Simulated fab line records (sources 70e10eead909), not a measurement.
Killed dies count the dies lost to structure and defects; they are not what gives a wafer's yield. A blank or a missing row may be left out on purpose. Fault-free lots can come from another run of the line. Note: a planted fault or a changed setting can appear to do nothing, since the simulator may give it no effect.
fab line records    flow nand_harc    part 1 of 2: steps 1 to 27 of 39
[record] lots = 5  wafers = 15  last_day = 26
route steps=1159 shown P_BONDPAD@387 A_START@389 A_ZERO_WELL@390 A_SOURCE_PLATE@413 A_ONON_D1@424
lots untouched by any fault: they come from a run of this same line in which no faults occurred
start_h: hours from the record's first day to the start of the lot's first wafer shown    wait_h: hours from the lot's prior step to this one    " unchanged from the row above    L1.1+2: a row that stands for several wafers    - no value, or no start was given    * or withheld: withheld    < > ~ a bound
route shown NAME@n: names a module that has steps shown in the file, with the first one's number in the route    usual: mean/standard deviation taken from wafers without a fault    same: alike in all rows    chamber/n: place in a boat    sites: readings site by site    _std_site: standard deviation across them    _edge_site: the outer-site mean with the inner-site mean subtracted    radius_mm: how far each site lies from the wafer's centre    mask NAME#n: copy n    behind: tool/chamber where the wafer was last shaped    hold: reason for holding the lot/hours on hold/outcome of the hold    device: the transistor (n, p or np) that didn't switch    end of line: the same wafers' tests at the end of the route    a step with no rows: only its recipe    killed: count of dies lost to structure and defects at first sort (not the wafer's yield)    map: the dies of a wafer, with x for killed, . for not killed, _ for no die there
set.NAME: the run value of the setting; set.NAME@STEP: its run value at that earlier step    model.NAME: the simulator's own value behind a step, which no gauge read
a table for each step, a row for each wafer; lots at some steps of the route
services: from which hour (start_h, from the record's first day; less than 0 if before it) a tool's chamber was out of use, for how many hours, and why
[[steps]]
[step NHARC_P_BONDPAD_PRECLEAN_30]
[recipe] time_s = 300  temp_c = 23  chemistry = DIW
lot.wafer   tool          chamber  start_h  wait_h
L076.4+2+5  wet_bench-10  1,3,5    142.38   0.1
L078.6+2+4  wet_bench-10  6,0,1    158.49   0.1
L093.1+3+2  wet_bench-08  7,1,2    255.23   0.2
L092.6+1+4  wet_bench-08  2,5,7    255.82   0.1
L097.3+5+4  wet_bench-08  1,2,3    271.37   0.1
[step NHARC_P_BONDPAD_SRD_31]
[recipe] time_s = 30  temp_c = 23  dry_time_s = 20  spin_rpm = 1500
lot.wafer   tool          chamber  start_h  wait_h
L076.4+2+5  wet_bench-10  1,3,5    -        -
L078.6+2+4  wet_bench-10  6,0,1    -        -
L093.1+3+2  wet_bench-08  7,1,2    -        -
L092.6+1+4  wet_bench-08  2,5,7    -        -
L097.3+5+4  wet_bench-08  1,2,3    -        -
[step NHARC_A_START_INSPECT_01]
[usual] raw_defect_count = 3.5/1.8
lot.wafer  tool               chamber  start_h  wait_h  raw_defect_count
L076.2     defect_inspect-02  -        142.63   -       3
L076.4     "                  -        "        "       2
L076.5     "                  -        "        "       5
L078.2     defect_inspect-02  -        158.71   -       4
L078.4     "                  -        "        "       0
L078.6     "                  -        "        "       5
L093.1     defect_inspect-02  -        255.45   -       1
L093.2     "                  -        "        "       6
L093.3     "                  -        "        "       6
L092.1     defect_inspect-01  -        256.07   -       3
L092.4     "                  -        "        "       5
L092.6     "                  -        "        "       4
L097.3     defect_inspect-02  -        271.63   -       4
L097.4     "                  -        "        "       5
L097.5     "                  -        "        "       4
[step NHARC_A_ZERO_WELL_PRECLEAN_00]
[recipe] time_s = 600  temp_c = 120  chemistry = SPM
lot.wafer   tool          chamber  start_h  wait_h
L076.4+5+2  wet_bench-03  6,7,1    142.72   0.1
L078.2+4+6  wet_bench-01  7,0,4    158.80   0.1
L093.3+2+1  wet_bench-01  6,1,2    255.54   0.1
L092.1+6+4  wet_bench-01  7,1,4    256.15   0.1
L097.4+5+3  wet_bench-09  7,0,3    271.71   0.1
[step NHARC_A_ZERO_WELL_SRD_01]
lot.wafer   tool          chamber  start_h  wait_h
L076.4+5+2  wet_bench-03  6,7,1    -        -
L078.2+4+6  wet_bench-01  7,0,4    -        -
L093.3+2+1  wet_bench-01  6,1,2    -        -
L092.1+6+4  wet_bench-01  7,1,4    -        -
L097.4+5+3  wet_bench-09  7,0,3    -        -
[step NHARC_A_ZERO_WELL_DEHYDRATE_02]
[recipe] temp_c = 150  time_s = 120
[usual] exhaust_pa = 44.8/0.86
lot.wafer  tool            chamber  start_h  wait_h  exhaust_pa
L076.2     litho_track-07  0        143.03   -       45.2
L076.4     "               0        "        "       44.7
L076.5     "               0        "        "       42.9
L078.2     litho_track-07  0        159.11   -       42.9
L078.4     "               0        "        "       44.7
L078.6     "               0        "        "       43.2
L093.1     litho_track-05  0        255.85   -       45.1
L093.2     "               0        "        "       45.6
L093.3     "               0        "        "       46.4
L092.1     litho_track-05  0        256.46   -       44.1
L092.4     "               0        "        "       45.4
L092.6     "               0        "        "       45.3
L097.3     litho_track-02  0        272.02   -       45.5
L097.4     "               0        "        "       44.4
L097.5     "               0        "        "       44.4
[step NHARC_A_ZERO_WELL_HMDS_03]
[recipe] time_s = 30
[usual] exhaust_pa = 44.9/0.88
lot.wafer  tool            chamber  start_h  wait_h  exhaust_pa
L076.2     litho_track-07  0        -        -       45.7
L076.4     "               0        "        "       45.2
L076.5     "               0        "        "       45.1
L078.2     litho_track-07  0        -        -       45.8
L078.4     "               0        "        "       46.6
L078.6     "               0        "        "       45.7
L093.1     litho_track-05  0        -        -       45.3
L093.2     "               0        "        "       45.0
L093.3     "               0        "        "       46.0
L092.1     litho_track-05  0        -        -       46.3
L092.4     "               0        "        "       46.1
L092.6     "               0        "        "       45.4
L097.3     litho_track-02  0        -        -       45.3
L097.4     "               0        "        "       44.9
L097.5     "               0        "        "       45.8
[step NHARC_A_ZERO_WELL_COAT_18]
[recipe] temp_c = 200  time_s = 65
[usual] exhaust_pa = 45.0/0.89
lot.wafer  tool            chamber  start_h  wait_h  exhaust_pa
L076.2     litho_track-07  0        -        -       45.3
L076.4     "               0        "        "       44.7
L076.5     "               0        "        "       44.5
L078.2     litho_track-07  0        -        -       45.0
L078.4     "               0        "        "       46.4
L078.6     "               0        "        "       45.3
L093.1     litho_track-05  0        -        -       44.1
L093.2     "               0        "        "       43.6
L093.3     "               0        "        "       45.9
L092.1     litho_track-05  0        -        -       44.6
L092.4     "               0        "        "       45.8
L092.6     "               0        "        "       44.1
L097.3     litho_track-02  0        -        -       44.5
L097.4     "               0        "        "       44.2
L097.5     "               0        "        "       45.0
[step NHARC_A_ZERO_WELL_COAT_04]
[recipe] spin_rpm = 2000  resist_thk_nm = 600
[usual] exhaust_pa = 45.1/0.85
lot.wafer  tool            chamber  start_h  wait_h  exhaust_pa
L076.2     litho_track-07  0        -        -       45.5
L076.4     "               0        "        "       45.3
L076.5     "               0        "        "       44.8
L078.2     litho_track-07  0        -        -       44.8
L078.4     "               0        "        "       44.9
L078.6     "               0        "        "       44.6
L093.1     litho_track-05  0        -        -       45.8
L093.2     "               0        "        "       44.7
L093.3     "               0        "        "       45.8
L092.1     litho_track-05  0        -        -       44.4
L092.4     "               0        "        "       43.6
L092.6     "               0        "        "       45.6
L097.3     litho_track-02  0        -        -       45.4
L097.4     "               0        "        "       44.9
L097.5     "               0        "        "       46.3
[step NHARC_A_ZERO_WELL_SOFTBAKE_05]
[recipe] temp_c = 125  time_s = 70
[usual] exhaust_pa = 45.1/0.94
lot.wafer  tool            chamber  start_h  wait_h  exhaust_pa
L076.2     litho_track-07  0        -        -       46.8
L076.4     "               0        "        "       45.3
L076.5     "               0        "        "       46.1
L078.2     litho_track-07  0        -        -       44.6
L078.4     "               0        "        "       44.6
L078.6     "               0        "        "       45.4
L093.1     litho_track-05  0        -        -       43.7
L093.2     "               0        "        "       43.9
L093.3     "               0        "        "       43.8
L092.1     litho_track-05  0        -        -       45.9
L092.4     "               0        "        "       45.7
L092.6     "               0        "        "       45.6
L097.3     litho_track-02  0        -        -       43.7
L097.4     "               0        "        "       46.1
L097.5     "               0        "        "       44.2
[step NHARC_A_ZERO_WELL_EBR_06]
[usual] exhaust_pa = 45.2/0.88
lot.wafer  tool            chamber  start_h  wait_h  exhaust_pa
L076.2     litho_track-07  0        -        -       46.0
L076.4     "               0        "        "       45.5
L076.5     "               0        "        "       46.2
L078.2     litho_track-07  0        -        -       46.1
L078.4     "               0        "        "       46.2
L078.6     "               0        "        "       45.4
L093.1     litho_track-05  0        -        -       45.4
L093.2     "               0        "        "       46.2
L093.3     "               0        "        "       45.3
L092.1     litho_track-05  0        -        -       45.7
L092.4     "               0        "        "       44.9
L092.6     "               0        "        "       46.0
L097.3     litho_track-02  0        -        -       45.2
L097.4     "               0        "        "       45.4
L097.5     "               0        "        "       45.4
[step NHARC_A_ZERO_WELL_EXPOSE_07]
[recipe] na = 0.55  dose_mj = 33.85  mask_id = A_ZERO
lot.wafer   tool            chamber  start_h  wait_h  mask
L076.2+4+5  krf_scanner-03  0        143.32   -       A_ZERO#0
L078.2+4+6  krf_scanner-02  0        159.29   -       A_ZERO#0
L093.1+2+3  krf_scanner-04  0        256.14   -       A_ZERO#0
L092.1+4+6  krf_scanner-03  0        256.76   -       A_ZERO#0
L097.3+4+5  krf_scanner-02  0        272.20   -       A_ZERO#0
[step NHARC_A_ZERO_WELL_PEB_08]
[recipe] peb_temp_c = 128  peb_time_s = 80
[usual] exhaust_pa = 45.0/0.95
lot.wafer  tool            chamber  start_h  wait_h  exhaust_pa
L076.2     litho_track-02  0        143.38   0.1     46.8
L076.4     "               0        "        "       44.8
L076.5     "               0        "        "       46.2
L078.2     litho_track-02  0        159.35   0.1     45.2
L078.4     "               0        "        "       45.1
L078.6     "               0        "        "       44.2
L093.1     litho_track-02  0        256.21   0.1     44.1
L093.2     "               0        "        "       44.3
L093.3     "               0        "        "       45.7
L092.1     litho_track-02  0        256.82   0.1     44.2
L092.4     "               0        "        "       43.8
L092.6     "               0        "        "       42.4
L097.3     litho_track-07  0        272.25   0.1     46.9
L097.4     "               0        "        "       46.2
L097.5     "               0        "        "       46.0
[step NHARC_A_ZERO_WELL_DEVELOP_09]
[recipe] time_s = 50  dev_temp_c = 22
[usual] exhaust_pa = 44.9/0.85
lot.wafer  tool            chamber  start_h  wait_h  exhaust_pa
L076.2     litho_track-02  0        -        -       46.5
L076.4     "               0        "        "       45.8
L076.5     "               0        "        "       45.2
L078.2     litho_track-02  0        -        -       45.7
L078.4     "               0        "        "       47.1
L078.6     "               0        "        "       45.9
L093.1     litho_track-02  0        -        -       44.5
L093.2     "               0        "        "       45.4
L093.3     "               0        "        "       45.5
L092.1     litho_track-02  0        -        -       44.0
L092.4     "               0        "        "       44.3
L092.6     "               0        "        "       45.9
L097.3     litho_track-07  0        -        -       43.4
L097.4     "               0        "        "       44.7
L097.5     "               0        "        "       44.3
[step NHARC_A_ZERO_WELL_CD_MEAS_10]
[recipe] target_cd_nm = 2000  landing_energy_ev = 500
[usual] cd_nm = 1999.6/2.2
lot.wafer  tool       chamber  start_h  wait_h  cd_nm
L076.2     cd_sem-01  0        143.47   -       1999.1
L076.4     "          0        "        "       1999.6
L076.5     "          0        "        "       2002.0
L078.2     cd_sem-01  0        159.44   -       1998.9
L078.4     "          0        "        "       1999.3
L078.6     "          0        "        "       2000.9
L093.1     cd_sem-01  0        256.29   -       1997.8
L093.2     "          0        "        "       1997.4
L093.3     "          0        "        "       2000.6
L092.1     cd_sem-02  0        256.91   -       2001.4
L092.4     "          0        "        "       1999.4
L092.6     "          0        "        "       1999.7
L097.3     cd_sem-01  0        272.35   -       1996.9
L097.4     "          0        "        "       1999.4
L097.5     "          0        "        "       1996.1
[step NHARC_A_ZERO_WELL_HARDBAKE_11]
[recipe] temp_c = 118  time_s = 65
[usual] exhaust_pa = 44.8/0.93
lot.wafer  tool            chamber  start_h  wait_h  exhaust_pa
L076.2     litho_track-05  0        143.56   -       46.1
L076.4     "               0        "        "       44.8
L076.5     "               0        "        "       46.4
L078.2     litho_track-02  0        159.52   -       44.3
L078.4     "               0        "        "       44.8
L078.6     "               0        "        "       44.4
L093.1     litho_track-02  0        256.37   -       43.6
L093.2     "               0        "        "       44.8
L093.3     "               0        "        "       45.0
L092.1     litho_track-02  0        256.99   -       42.9
L092.4     "               0        "        "       43.3
L092.6     "               0        "        "       44.2
L097.3     litho_track-02  0        272.43   -       46.9
L097.4     "               0        "        "       44.2
L097.5     "               0        "        "       46.7
[step NHARC_A_ZERO_WELL_DESCUM_12]
[recipe] time_s = 3  o2_flow_sccm = 200  ar_flow_sccm = 0  bias_power_w = 0  chemistry = O2
[usual] chamber_pressure_mTorr = 60.00/0.048  drypump_motor_current_A = 5.7/0.34  mfc_ar_sccm = 0.004/0.0073  oes_product_au = 0.996/0.012  rf_vpp_V = 57.8/0.83  showerhead_plenum_p_Torr = 1.89/0.092  throttle_valve_pct = 11.311/0.0091
lot.wafer  tool         chamber  start_h  wait_h  chamber_pressure_mTorr  drypump_motor_current_A  mfc_ar_sccm  oes_product_au  rf_hours_counter_h  rf_vpp_V  showerhead_plenum_p_Torr  throttle_valve_pct
L076.2     rie_diel-10  0        143.64   -       59.92                   6.0                      0.017        1.017           9                   58.3      1.80                      11.323
L076.4     "            3        "        "       59.91                   5.4                      0.000        0.997           9                   58.5      2.05                      11.324
L076.5     "            0        "        "       59.89                   6.0                      0.017        1.016           -                   57.6      1.81                      11.317
L078.4     rie_diel-08  2        159.59   -       59.97                   6.1                      0.002        0.984           1                   57.4      1.90                      11.316
L078.2     "            3        "        "       60.00                   5.4                      0            0.997           1                   57.7      1.79                      11.305
L078.6     "            3        "        "       59.94                   5.4                      0            0.984           -                   58.3      1.79                      11.311
L093.1     rie_diel-10  0        256.45   -       60.01                   6.0                      0.017        1.015           7                   57.1      1.80                      11.307
L093.2     "            2        "        "       60.01                   6.0                      0            0.977           6                   57.5      1.84                      11.318
L093.3     "            3        "        "       60.04                   5.5                      0.000        1.018           6                   58.0      2.05                      11.312
L092.4     rie_diel-01  1        257.09   -       60.01                   5.2                      0            1.007           13                  57.4      1.83                      11.313
L092.1     "            2        "        "       60.03                   5.7                      0            0.987           10                  56.8      2.05                      11.313
L092.6     "            3        "        "       59.99                   5.8                      0.006        0.996           -                   57.2      1.85                      11.311
L097.4     rie_diel-08  0        272.51   -       59.99                   5.8                      0            1.015           7                   57.0      1.84                      11.307
L097.3     "            1        "        "       59.93                   5.8                      0.017        0.992           7                   58.9      2.05                      11.312
L097.5     "            0        "        "       60.04                   5.8                      0            1.014           -                   58.2      1.84                      11.292
[step NHARC_A_ZERO_WELL_ETCH_19]
[recipe] target_depth_a = 800  overetch_a = 240  time_s = 87.88  ion_energy_ev = 200  n2_flow_sccm = 150  h2_flow_sccm = 150  ar_flow_sccm = 0  rf_w = 400  bias_w = 150  chemistry = N2/H2
[usual] chamber_pressure_mTorr = 29.998/0.028  drypump_motor_current_A = 5.7/0.35  mfc_ar_sccm = 0.004/0.0072  oes_product_au = 1.000/0.012  rf_vpp_V = 429.9/2.9  showerhead_plenum_p_Torr = 2.02/0.1  throttle_valve_pct = 14.172/0.0092
lot.wafer  tool         chamber  start_h  wait_h  chamber_pressure_mTorr  drypump_motor_current_A  mfc_ar_sccm  oes_product_au  rf_hours_counter_h  rf_vpp_V  showerhead_plenum_p_Torr  throttle_valve_pct
L076.2     rie_diel-10  1        143.73   0.1     30.044                  5.7                      0.025        0.997           9                   428.6     2.00                      14.184
L076.4     "            2        "        "       30.003                  6.0                      0            0.967           10                  428.2     1.96                      14.176
L076.5     "            0        "        "       30.018                  6.1                      0.017        1.009           -                   427.8     1.92                      14.187
L078.2     rie_diel-08  2        159.68   0.1     29.964                  6.0                      0.002        0.985           1                   428.6     2.03                      14.173
L078.4     "            3        "        "       30.074                  5.4                      0            0.992           1                   426.5     1.90                      14.177
L078.6     "            2        "        "       30.001                  6.1                      0.002        0.986           -                   430.6     2.03                      14.170
L093.3     rie_diel-10  0        256.53   0.1     29.965                  6.1                      0.017        1.016           7                   427.7     1.92                      14.172
L093.1     "            2        "        "       30.052                  6.0                      0            0.987           6                   428.8     1.95                      14.160
L093.2     "            3        "        "       29.932                  5.5                      0.000        1.023           6                   434.8     2.19                      14.182
L092.1     rie_diel-01  3        257.15   0.1     29.993                  5.8                      0.006        1.005           10                  428.7     1.97                      14.155
L092.4     "            0        "        "       29.984                  4.9                      0            0.998           10                  431.1     2.05                      14.168
L092.6     "            3        "        "       29.950                  5.8                      0.006        0.995           -                   428.0     1.97                      14.184
L097.4     rie_diel-08  1        272.60   0.1     29.978                  5.8                      0.017        0.994           7                   434.5     2.19                      14.174
L097.3     "            2        "        "       30.017                  6.0                      0.002        1.001           11                  429.9     2.02                      14.184
L097.5     "            3        "        "       30.002                  5.4                      0            0.986           -                   425.8     1.90                      14.171
[step NHARC_A_ZERO_WELL_ETCH_13]
[recipe] target_depth_a = 1200  time_s = 40.1  hbr_flow_sccm = 150  cl2_flow_sccm = 50  rf_w = 400  icp_w = 400  bias_w = 100  chemistry = HBr/Cl2
[usual] chamber_pressure_mTorr = 14.999/0.015  drypump_motor_current_A = 5.6/0.44  hbr_flow_sccm = 150.0/0.47  oes_product_au = 0.992/0.012  throttle_valve_pct = 26.405/0.0092
lot.wafer  tool       chamber  start_h  wait_h  chamber_pressure_mTorr  drypump_motor_current_A  hbr_flow_sccm  oes_product_au  rf_hours_counter_h  throttle_valve_pct
L076.2     rie_si-05  0        143.85   -       14.980                  5.1                      149.9          1.005           0.6                 26.405
L076.4     "          1        "        "       14.999                  4.9                      149.9          0.983           0.6                 26.411
L076.5     "          1        "        "       14.977                  4.9                      150.6          0.978           -                   26.390
L078.2     rie_si-05  3        159.79   -       15.017                  5.3                      149.2          0.998           0.6                 26.401
L078.4     "          2        "        "       15.009                  5.7                      150.8          0.992           0.7                 26.411
L078.6     "          0        "        "       15.010                  5.1                      150.2          1.012           -                   26.420
L093.3     rie_si-03  1        256.66   -       14.992                  5.7                      149.9          0.970           0.7                 26.395
L093.1     "          3        "        "       15.000                  6.3                      150.0          0.984           0.7                 26.412
L093.2     "          0        "        "       14.992                  6.0                      150.5          1.010           0.6                 26.408
L092.1     rie_si-02  2        257.32   -       15.002                  5.0                      149.9          0.989           0.3                 26.408
L092.4     "          1        "        "       15.009                  6.1                      149.7          0.980           -                   26.393
L092.6     "          2        "        "       15.010                  5.0                      150.2          0.990           -                   26.392
L097.3     rie_si-03  0        272.71   -       14.983                  6.0                      150.0          1.002           0.7                 26.406
L097.4     "          3        "        "       14.992                  6.3                      149.4          0.973           0.9                 26.399
L097.5     "          1        "        "       14.990                  5.6                      149.5          0.979           -                   26.408
[step NHARC_A_ZERO_WELL_STRIP_14]
[recipe] time_s = 900  temp_c = 130  chemistry = SPM
lot.wafer   tool          chamber  start_h  wait_h
L076.2+4+5  wet_bench-03  5,6,7    144.02   -
L078.2+6+4  wet_bench-09  4,5,7    159.94   -
L093.3+2+1  wet_bench-01  7,0,2    256.82   -
L092.1+6+4  wet_bench-03  3,4,6    257.48   -
L097.4+5+3  wet_bench-01  1,2,4    272.86   -
[step NHARC_A_ZERO_WELL_IMPLANT_15]
[recipe] energy_kev = 150  dose_cm2 = 1e+13  tilt_deg = 7
[usual] beam_on_s = 10.03/0.19
lot.wafer  tool          chamber  start_h  wait_h  beam_on_s
L076.2     implanter-01  0        144.43   0.1     10.10
L076.4     "             0        "        "       10.25
L076.5     "             0        "        "       10.01
L078.2     implanter-02  0        160.38   0.1     10.02
L078.4     "             0        "        "       10.44
L078.6     "             0        "        "       9.66
L093.1     implanter-02  0        257.21   0.1     10.01
L093.2     "             0        "        "       10.26
L093.3     "             0        "        "       10.12
L092.1     implanter-02  0        257.88   0.1     9.87
L092.4     "             0        "        "       10.08
L092.6     "             0        "        "       9.96
L097.3     implanter-02  0        273.51   0.3     10.02
L097.4     "             0        "        "       10.05
L097.5     "             0        "        "       9.64
[step NHARC_A_ZERO_WELL_PRECLEAN_22]
[recipe] time_s = 60  temp_c = 50  bath_age_min = 0  chemistry = SC1
[usual] diw_flow_mL_min = 1415/4.2
lot.wafer  tool          chamber  start_h  wait_h  diw_flow_mL_min
L076.5     wet_bench-03  0        144.61   0.1     1408
L076.4     "             4        "        "       1419
L076.2     "             5        "        "       1412
L078.4     wet_bench-01  7        160.56   0.1     1414
L078.6     "             0        "        "       1407
L078.2     "             4        "        "       1404
L093.1     wet_bench-01  2        257.43   0.2     1415
L093.3     "             5        "        "       1419
L093.2     "             7        "        "       1416
L092.1     wet_bench-09  6        258.09   0.2     1416
L092.4     "             7        "        "       1420
L092.6     "             0        "        "       1415
L097.5     wet_bench-01  7        273.66   0.1     1409
L097.4     "             3        "        "       1418
L097.3     "             4        "        "       1414
[step NHARC_A_ZERO_WELL_SRD_23]
lot.wafer   tool          chamber  start_h  wait_h
L076.5+4+2  wet_bench-03  0,4,5    -        -
L078.4+6+2  wet_bench-01  7,0,4    -        -
L093.1+3+2  wet_bench-01  2,5,7    -        -
L092.1+4+6  wet_bench-09  6,7,0    -        -
L097.5+4+3  wet_bench-01  7,3,4    -        -
[step NHARC_A_ZERO_WELL_RTA_16]
[recipe] temp_c = 1000  time_s = 10
[usual] lamp_power_pct = 29/3  wafer_temp_C_max = 1004.2/1.5
lot.wafer  tool           chamber  start_h  wait_h  lamp_power_pct  wafer_temp_C_max
L076.2     rtp_anneal-02  0        144.78   -       26              1002.2
L076.4     "              0        "        "       26              1002.9
L076.5     "              0        "        "       26              1002.7
L078.2     rtp_anneal-01  0        160.74   -       32              1005.1
L078.4     "              0        "        "       32              1005.3
L078.6     "              0        "        "       32              1004.9
L093.1     rtp_anneal-02  0        257.56   -       26              1003.2
L093.2     "              0        "        "       26              1003.6
L093.3     "              0        "        "       26              1003.2
L092.1     rtp_anneal-02  0        258.23   -       26              1002.9
L092.4     "              0        "        "       26              1002.9
L092.6     "              0        "        "       26              1003.1
L097.3     rtp_anneal-01  0        273.85   -       32              1005.3
L097.4     "              0        "        "       32              1007.5
L097.5     "              0        "        "       32              1006.5
[step NHARC_A_ZERO_WELL_INSPECT_17]
[usual] raw_defect_count = 13/6.4
lot.wafer  tool               chamber  start_h  wait_h  raw_defect_count
L076.2     defect_inspect-01  -        144.95   0.1     8
L076.4     "                  -        "        "       5
L076.5     "                  -        "        "       11
L078.2     defect_inspect-02  -        160.91   0.1     16
L078.4     "                  -        "        "       5
L078.6     "                  -        "        "       6
L093.1     defect_inspect-02  -        257.76   0.2     12
L093.2     "                  -        "        "       11
L093.3     "                  -        "        "       10
L092.1     defect_inspect-02  -        258.43   0.2     12
L092.4     "                  -        "        "       12
L092.6     "                  -        "        "       5
L097.3     defect_inspect-02  -        273.99   0.1     17
L097.4     "                  -        "        "       21
L097.5     "                  -        "        "       9
[step NHARC_A_SOURCE_PLATE_PRECLEAN_00]
[recipe] time_s = 60  chemistry = HF-LAST
lot.wafer   tool          chamber  start_h  wait_h
L076.2+4+5  wet_bench-05  0,1,5    145.00   0.0
L078.4+2+6  wet_bench-06  6,7,0    160.97   0.1
L093.3+2+1  wet_bench-06  4,6,0    257.81   0.0
L092.4+1+6  wet_bench-07  7,0,3    258.48   0.0
L097.5+3+4  wet_bench-05  1,4,6    274.04   0.0
[step NHARC_A_SOURCE_PLATE_SRD_01]
lot.wafer   tool          chamber  start_h  wait_h
L076.2+4+5  wet_bench-05  0,1,5    -        -
L078.4+2+6  wet_bench-06  6,7,0    -        -
L093.3+2+1  wet_bench-06  4,6,0    -        -
L092.4+1+6  wet_bench-07  7,0,3    -        -
L097.5+3+4  wet_bench-05  1,4,6    -        -
